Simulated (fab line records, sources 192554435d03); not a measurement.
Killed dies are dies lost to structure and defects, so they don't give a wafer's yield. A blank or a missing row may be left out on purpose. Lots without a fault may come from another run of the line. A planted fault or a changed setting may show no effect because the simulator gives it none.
fab line records | flow n5_finfet | part 2 of 2: steps 7 to 7 of 7
record lots=9 wafers=26 last_day=17
route steps=1938 shown FIN_SAQP@147 FIN_CUT@164 STI_FIN_REVEAL@200 BEOL_M4@1111 PASSIVATION@1936
lots that met no fault: from a run of the same line without faults
start_h: hours from the record's first day to the start of the lot's first wafer shown | wait_h: hours since the lot's step before | " the same as in the row above | L1.1+2: a row that stands for several wafers | - no value, or no start given | * or withheld: withheld | < > ~ a bound
route shown NAME@n: a module of which the file shows steps, and the number in the route of the first | usual: mean/standard deviation of fault-free wafers | same: alike in all rows | chamber/n: place in a boat | sites: the reading at each site | _std_site: their standard deviation | _edge_site: outer sites' mean less inner sites' | radius_mm: how far each site lies from the wafer's centre | mask NAME#n: copy n | behind: the tool/chamber that last shaped the wafer | hold: why the lot was held/for how many hours/how that ended | device: the transistor (n, p or np) that didn't switch | end of line: the same wafers' tests at the end of the route | a step without rows: its recipe alone | killed: dies lost to structure and defects at the first sort, not the wafer's yield | map: a wafer's dies, x killed, . not, _ none there
set.NAME: the setting as run; set.NAME@STEP: as run at that earlier step | model.NAME: the simulator's own value behind a step, which no gauge read
steps of the route over a sample of lots; a table a step, a row a wafer
services: from which hour (start_h, from the record's first day; less than 0 if before it) a tool's chamber was out of use, for how many hours, and why
## steps
# step N5_PASSIVATION_PROBE_49
# usual defect_limited_yield=91.1/1.6 killed_at_M0_to_M3=35/11 killed_at_M4_up=13/5.4 killed_at_contacts=13/6.5 killed_at_front_end=40/14 killed_at_other=4/3.1 killed_dies=105/18 killed_open=69/14 killed_short=34/7.3 sort_bin_4_leakage=0/0 sort_bin_5_function=5.2/0.96 sort_bin_6_memory=3.4/0.77 sort_bin_8_speed=0.02/0.13 sort_n_pass=1075/19
# same gross_dies=1180 killed_at_back_side=0
# columns lot.wafer tool chamber start_h wait_h defect_limited_yield[%] killed_at_M0_to_M3 killed_at_M4_up killed_at_contacts killed_at_front_end killed_at_other killed_dies killed_open killed_short sort_bin_4_leakage[%] sort_bin_5_function[%] sort_bin_6_memory[%] sort_bin_8_speed[%] sort_n_pass
L654.1 prober-02 - 285.32 0.1 90.0 53 21 13 28 3 118 87 30 0 5.4 4.4 0 1062
L654.2 prober-02 - 285.37 0.2 90.4 43 16 7 43 4 113 70 41 0 5.5 3.9 0 1067
L654.5 prober-02 - 285.52 0.3 90.8 57 5 8 36 3 109 72 35 0 5.1 3.8 0 1071
L657.2 prober-02 - 303.55 0.1 93.2 32 18 2 27 1 80 53 26 0 3.2 3.3 0 1100
L657.3 prober-02 - 303.60 0.1 93.7 37 8 2 26 1 74 42 32 0 3.4 2.8 0 1106
L657.4 prober-02 - 303.65 0.2 88.9 49 11 12 55 4 131 97 33 0 6.0 4.8 0 1049
L658.2 prober-02 - 308.50 0.1 90.8 30 13 24 38 3 108 73 34 0 4.2 4.4 0 1072
L658.3 prober-02 - 308.55 0.1 91.4 35 18 13 33 2 101 68 32 0 5.2 3.2 0 1079
L658.6 prober-02 - 308.70 0.3 92.5 34 11 8 32 3 88 57 31 0 4.8 2.4 0 1092
L660.3 prober-02 - 317.67 0.1 90.8 33 16 19 38 2 108 79 29 0 6.2 2.8 0 1072
L660.4 prober-02 - 317.72 0.2 92.4 25 15 20 28 2 90 65 25 0 4.5 2.9 0 1090
L660.6 prober-02 - 317.82 0.3 92.6 25 15 19 24 4 87 57 30 0 4.2 3.0 0 1093
L664.1 prober-01 - 349.13 0.0 87.5 25 13 17 91 2 148 100 44 0 7.0 4.8 0 1032
L664.5 prober-01 - 349.33 0.2 91.6 39 5 7 42 6 99 70 27 0 5.0 3.1 0 1081
L667.2 prober-02 - 364.03 0.1 90.0 31 9 25 48 5 118 82 35 0 5.5 4.4 0 1062
L667.5 prober-02 - 364.18 0.2 91.1 29 9 24 38 5 105 65 37 0 4.9 3.2 0 1075
L667.6 prober-02 - 364.23 0.3 90.6 29 8 33 39 2 111 78 33 0 6.5 2.7 0 1069
L673.1 prober-01 - 398.01 0.0 94.1 16 6 16 22 10 70 48 20 35.17 3.2 2.6 0 695
L673.5 prober-01 - 398.21 0.2 89.7 52 12 9 46 3 122 90 30 7.20 6.9 3.3 0 973
L673.6 prober-01 - 398.26 0.3 91.3 22 10 36 33 2 103 71 29 0.51 4.7 3.4 0 1071
L672.2 prober-02 - 398.51 0.1 91.1 45 13 13 32 2 105 75 30 11.36 5.3 3.1 0 941
L672.3 prober-02 - 398.56 0.1 90.8 52 16 11 28 1 108 76 30 40.08 4.7 3.9 0 599
L672.5 prober-02 - 398.66 0.2 90.5 48 11 10 41 2 112 61 39 0 5.8 3.2 0 1068
L676.3 prober-02 - 413.90 0.1 88.7 29 21 11 72 0 133 93 35 0 6.2 4.5 0.34 1047
L676.5 prober-02 - 414.00 0.2 91.9 23 8 14 49 1 95 61 33 0 4.7 3.2 0 1085
L676.6 prober-02 - 414.05 0.3 91.8 16 20 10 43 8 97 74 21 0 4.9 3.2 0 1083
# killed by level:class
L654.1 BEOL_M0_SAQP:geometric_particle:open=16 BEOL_M1:geometric_particle:open=14 MOL_CONTACT_COAG:geometric_particle:open=11 BEOL_M4:geometric_particle:open=11 BEOL_M3:geometric_particle:open=6 STI_FIN_REVEAL:geometric_particle:open=5 BEOL_M1:geometric_particle:short=5 BEOL_M0_SAQP:geometric_particle:short=4
L654.2 BEOL_M1:geometric_particle:open=9 BEOL_M0_SAQP:geometric_particle:short=8 MOL_CONTACT_COAG:geometric_particle:open=7 STI_FIN_REVEAL:geometric_particle:open=6 BEOL_M1:geometric_particle:short=6 DUMMY_GATE:geometric_particle:open=5 GATE_CUT:geometric_particle:open=5 GATE_CUT:geometric_particle:short=5
L654.5 BEOL_M0_SAQP:geometric_particle:open=21 BEOL_M0_SAQP:geometric_particle:short=17 BEOL_M2:geometric_particle:open=7 MOL_CONTACT_COAG:geometric_particle:open=6 BEOL_M1:geometric_particle:open=6 STI_FIN_REVEAL:geometric_particle:open=5 GATE_CUT:geometric_particle:open=5 GATE_CUT:geometric_particle:short=5
L657.2 BEOL_M4:geometric_particle:open=14 BEOL_M2:geometric_particle:open=10 FIN_SAQP:geometric_particle:short=6 BEOL_M3:geometric_particle:open=5 STARTING-WAFER:geometric_particle:short=5 STI_FIN_REVEAL:geometric_particle:open=4 DUMMY_GATE:geometric_particle:open=4 BEOL_M0_SAQP:geometric_particle:open=4
L657.3 BEOL_M0_SAQP:geometric_particle:short=17 BEOL_M0_SAQP:geometric_particle:open=8 DUMMY_GATE:geometric_particle:open=6 FIN_SAQP:geometric_particle:open=5 STI_FIN_REVEAL:geometric_particle:open=4 BEOL_M4:geometric_particle:open=4 FIN_SAQP:geometric_particle:short=3 BEOL_M2:geometric_particle:open=3
L657.4 STI_FIN_REVEAL:geometric_particle:open=19 BEOL_M0_SAQP:geometric_particle:open=18 MOL_CONTACT_COAG:geometric_particle:open=10 BEOL_M0_SAQP:geometric_particle:short=9 FIN_SAQP:geometric_particle:open=8 BEOL_M2:geometric_particle:open=7 BEOL_M3:geometric_particle:open=7 DUMMY_GATE:geometric_particle:open=6
L658.2 MOL_CONTACT_COAG:geometric_particle:open=20 FIN_SAQP:geometric_particle:open=14 FIN_SAQP:geometric_particle:short=11 BEOL_M1:geometric_particle:open=11 BEOL_M1:geometric_particle:short=7 BEOL_M4:geometric_particle:open=6 BEOL_M3:geometric_particle:open=5 MOL_CONTACT_COAG:geometric_particle:short=4
L658.3 BEOL_M1:geometric_particle:open=14 BEOL_M4:geometric_particle:open=11 MOL_CONTACT_COAG:geometric_particle:open=10 STI_FIN_REVEAL:geometric_particle:open=8 FIN_SAQP:geometric_particle:open=7 BEOL_M2:geometric_particle:open=6 BEOL_M1:geometric_particle:short=6 FIN_SAQP:geometric_particle:short=5
L658.6 BEOL_M1:geometric_particle:open=11 FIN_SAQP:geometric_particle:open=8 DUMMY_GATE:geometric_particle:open=6 MOL_CONTACT_COAG:geometric_particle:open=6 BEOL_M0_SAQP:geometric_particle:open=5 BEOL_M1:geometric_particle:short=5 STARTING-WAFER:geometric_particle:open=5 BEOL_M0:geometric_particle:open=4
L660.3 MOL_CONTACT_COAG:geometric_particle:open=14 BEOL_M3:geometric_particle:open=9 FIN_SAQP:geometric_particle:open=8 BEOL_M2:geometric_particle:open=8 FIN_SAQP:geometric_particle:short=7 MOL_CONTACT_COAG:geometric_particle:short=5 BEOL_M0_SAQP:geometric_particle:open=5 BEOL_M0_SAQP:geometric_particle:short=5
L660.4 MOL_CONTACT_COAG:geometric_particle:open=17 STI_FIN_REVEAL:geometric_particle:open=7 BEOL_M3:geometric_particle:open=7 BEOL_M1:geometric_particle:open=5 BEOL_M6:geometric_particle:open=5 DUMMY_GATE:geometric_particle:open=4 GATE_CUT:geometric_particle:short=4 BEOL_M0_SAQP:geometric_particle:short=4
L660.6 MOL_CONTACT_COAG:geometric_particle:open=14 BEOL_M3:geometric_particle:open=10 DUMMY_GATE:geometric_particle:open=5 MOL_CONTACT_COAG:geometric_particle:short=5 BEOL_M4:geometric_particle:short=5 FIN_SAQP:geometric_particle:open=4 BEOL_M2:geometric_particle:short=4 BEOL_M3:geometric_particle:short=4
L664.1 FIN_SAQP:geometric_particle:open=28 STI_FIN_REVEAL:geometric_particle:open=19 FIN_SAQP:geometric_particle:short=11 DUMMY_GATE:geometric_particle:open=11 MOL_CONTACT_COAG:geometric_particle:open=11 BEOL_M0_SAQP:geometric_particle:open=7 MOL_CONTACT_COAG:geometric_particle:short=6 BEOL_M0_SAQP:geometric_particle:short=6
L664.5 STI_FIN_REVEAL:geometric_particle:open=10 BEOL_M0_SAQP:geometric_particle:open=9 FIN_SAQP:geometric_particle:open=8 BEOL_M3:geometric_particle:open=8 FIN_SAQP:geometric_particle:short=6 MOL_CONTACT_COAG:geometric_particle:open=6 DUMMY_GATE:geometric_particle:open=5 BEOL_M0_SAQP:geometric_particle:short=5
L667.2 FIN_SAQP:geometric_particle:open=18 MOL_CONTACT_COAG:geometric_particle:open=18 BEOL_M0_SAQP:geometric_particle:open=11 FIN_SAQP:geometric_particle:short=9 BEOL_M2:geometric_particle:open=9 MOL_CONTACT_COAG:geometric_particle:short=7 BEOL_M4:geometric_particle:open=4 STI_FIN_REVEAL:geometric_particle:open=3
L667.5 MOL_CONTACT_COAG:geometric_particle:open=19 BEOL_M0_SAQP:geometric_particle:short=10 FIN_SAQP:geometric_particle:short=9 STI_FIN_REVEAL:geometric_particle:open=8 BEOL_M3:geometric_particle:open=8 BEOL_M4:geometric_particle:open=6 FIN_SAQP:geometric_particle:open=5 MOL_CONTACT_COAG:geometric_particle:short=5
L667.6 MOL_CONTACT_COAG:geometric_particle:open=30 FIN_SAQP:geometric_particle:short=9 BEOL_M0_SAQP:geometric_particle:open=7 GATE_CUT:geometric_particle:open=6 FIN_SAQP:geometric_particle:open=5 BEOL_M2:geometric_particle:open=5 STI_FIN_REVEAL:geometric_particle:open=4 BEOL_M4:geometric_particle:open=4
L673.1 MOL_CONTACT_COAG:geometric_particle:open=15 BEOL_M3:geometric_particle:open=6 PASS1_CAP:geometric_particle:open=6 STARTING-WAFER:geometric_particle:open=5 FIN_SAQP:geometric_particle:short=3 DUMMY_GATE:geometric_particle:open=3 BEOL_M0_SAQP:geometric_particle:short=3 STARTING-WAFER:geometric_particle:short=3
L673.5 BEOL_M3:geometric_particle:open=17 FIN_SAQP:geometric_particle:open=16 BEOL_M2:geometric_particle:open=11 FIN_SAQP:geometric_particle:short=9 BEOL_M0_SAQP:geometric_particle:open=9 MOL_CONTACT_COAG:geometric_particle:open=8 BEOL_M0_SAQP:geometric_particle:short=5 ILD0:geometric_particle:short=4
L673.6 MOL_CONTACT_COAG:geometric_particle:open=29 STI_FIN_REVEAL:geometric_particle:open=7 MOL_CONTACT_COAG:geometric_particle:short=7 BEOL_M2:geometric_particle:open=7 FIN_SAQP:geometric_particle:short=5 BEOL_M0_SAQP:geometric_particle:short=4 BEOL_M0_SAQP:geometric_particle:open=4 STARTING-WAFER:geometric_particle:open=4
L672.2 MOL_CONTACT_COAG:geometric_particle:open=10 BEOL_M0_SAQP:geometric_particle:short=10 BEOL_M3:geometric_particle:open=9 BEOL_M0_SAQP:geometric_particle:open=8 BEOL_M2:geometric_particle:open=8 STI_FIN_REVEAL:geometric_particle:open=7 FIN_SAQP:geometric_particle:open=6 BEOL_M1:geometric_particle:open=6
L672.3 BEOL_M0_SAQP:geometric_particle:open=16 BEOL_M0_SAQP:geometric_particle:short=13 MOL_CONTACT_COAG:geometric_particle:open=11 BEOL_M3:geometric_particle:open=8 BEOL_M4:geometric_particle:open=8 FIN_SAQP:geometric_particle:open=7 BEOL_M1:geometric_particle:open=6 FIN_SAQP:geometric_particle:short=5
L672.5 BEOL_M0_SAQP:geometric_particle:short=12 FIN_CUT:area_etch=11 FIN_SAQP:geometric_particle:open=9 BEOL_M0_SAQP:geometric_particle:open=9 BEOL_M3:geometric_particle:open=9 BEOL_M2:geometric_particle:open=8 FIN_SAQP:geometric_particle:short=6 MOL_CONTACT_COAG:geometric_particle:short=5
L676.3 STI_FIN_REVEAL:geometric_particle:open=25 FIN_SAQP:geometric_particle:open=17 FIN_SAQP:geometric_particle:short=11 BEOL_M4:geometric_particle:open=11 MOL_CONTACT_COAG:geometric_particle:open=10 DUMMY_GATE:geometric_particle:open=5 BEOL_M1:geometric_particle:short=5 BEOL_M1:geometric_particle:open=5
L676.5 FIN_SAQP:geometric_particle:open=18 MOL_CONTACT_COAG:geometric_particle:open=10 BEOL_M1:geometric_particle:short=9 DUMMY_GATE:geometric_particle:open=6 STARTING-WAFER:geometric_particle:open=6 FIN_SAQP:geometric_particle:short=5 BEOL_M1:geometric_particle:open=5 STARTING-WAFER:geometric_particle:short=5
L676.6 FIN_SAQP:geometric_particle:open=17 DUMMY_GATE:geometric_particle:open=11 BEOL_M4:geometric_particle:open=10 MOL_CONTACT_COAG:geometric_particle:open=8 FIN_SAQP:geometric_particle:short=5 BEOL_M3:geometric_particle:open=5 PAD_METAL:geometric_particle:open=4 BEOL_M0:geometric_particle:open=3
## services
# columns tool chamber start_h hours kind
rie_si-06 0 9.92 10.5 repair
rie_diel-06 - 14.93 7.7 repair
plasma_asher-01 - 23.97 1.7 repair
plasma_asher-02 - 25.68 2.8 pm
rie_si-01 - 26.61 0.3 repair
plasma_asher-01 - 32.61 1.2 repair
rie_diel-06 1 37.09 11.4 repair
rie_diel-03 1 38.14 5.2 repair
rie_diel-06 - 39.86 0.6 repair
rie_diel-03 - 41.84 0.5 repair
rie_diel-02 2 45.01 8.6 repair
plasma_asher-01 - 56.34 2.8 pm
rie_diel-06 1 63.75 8.0 repair
rie_diel-03 3 88.50 7.6 repair
rie_si-03 - 113.85 4.3 pm
rie_diel-03 2 135.89 - clean
rie_diel-03 2 135.89 - consumable_replace:focus_ring
rie_diel-03 2 135.89 17.7 scheduled_down
rie_diel-03 2 135.89 17.7 vent_cycle
rie_diel-02 - 142.37 0.3 repair
rie_si-01 0 151.42 4.4 repair
rie_diel-03 0 154.19 - clean
rie_si-06 0 154.82 14.8 repair
rie_si-03 0 160.94 1.2 repair
## key
first_sign step=N5_STI_FIN_REVEAL_OXIDATION_31 reading=tool_record direction=missing
effect step=N5_STI_FIN_REVEAL_CD_MEAS_22 reading=cd_nm direction=up sigmas=4.1 usual=6.17 struck=7.38
effect step=N5_BEOL_M4_RC_MEAS_101 reading=IOFF_N_LIN direction=up sigmas=7.4 usual=0.072 struck=0.168
effect step=N5_BEOL_M4_RC_MEAS_101 reading=IOFF_P_LIN direction=up sigmas=5.9 usual=0.101 struck=0.187
effect step=N5_BEOL_M4_RC_MEAS_101 reading=IOFF_N direction=up sigmas=5.9 usual=0.15 struck=0.36
effect step=N5_BEOL_M4_RC_MEAS_101 reading=IOFF_N_LONG direction=up sigmas=5.6 usual=5.47e-05 struck=7.03e-05
effect step=N5_BEOL_M4_RC_MEAS_101 reading=IOFF_N_85C direction=up sigmas=5.5 usual=3.0 struck=6.1
effect step=N5_BEOL_M4_RC_MEAS_101 reading=IOFF_P direction=up sigmas=4.7 usual=0.21 struck=0.40
effect step=N5_BEOL_M4_RC_MEAS_101 reading=VT_N_LONG direction=down sigmas=4.5 usual=275.4 struck=266.4
effect step=N5_BEOL_M4_RC_MEAS_101 reading=IOFF_P_85C direction=up sigmas=4.4 usual=3.7 struck=6.2
effect step=N5_BEOL_M4_RC_MEAS_101 reading=VT_N_LVT direction=down sigmas=4 usual=100 struck=85
effect step=N5_BEOL_M4_RC_MEAS_101 reading=VT_N direction=down sigmas=4 usual=251 struck=236
effect step=N5_BEOL_M4_RC_MEAS_101 reading=DIBL_P direction=up sigmas=3.6 usual=36.3 struck=45.0
effect step=N5_BEOL_M4_RC_MEAS_101 reading=REXT_P direction=down sigmas=3.4 usual=100.8 struck=92.5
effect step=N5_PASSIVATION_PROBE_49 reading=sort_bin_4_leakage direction=up sigmas=99+ usual=0 struck=15.72 wafers_moved=5
met_at N5_STI_FIN_REVEAL_OXIDATION_31
struck_lots L672,L673
baseline_loss step=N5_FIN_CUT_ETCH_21 wafers=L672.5
not_acting_at N5_FIN_SAQP_FIN_ETCH_36,N5_FIN_CUT_OVL_MEAS_09,N5_FIN_CUT_STRIP_24
onset_between 120.31 150.22
fault kind=skipped_step_whole tool=plasma_asher-01,plasma_asher-02 chamber=- onset_h=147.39 steps=N5_STI_FIN_REVEAL_OXIDATION_31 scope=struck_lots_only
# baseline_loss: these wafers lose ten dies or more at that step, a loss of the line's own and not of a fault; the sort's usual values leave them out
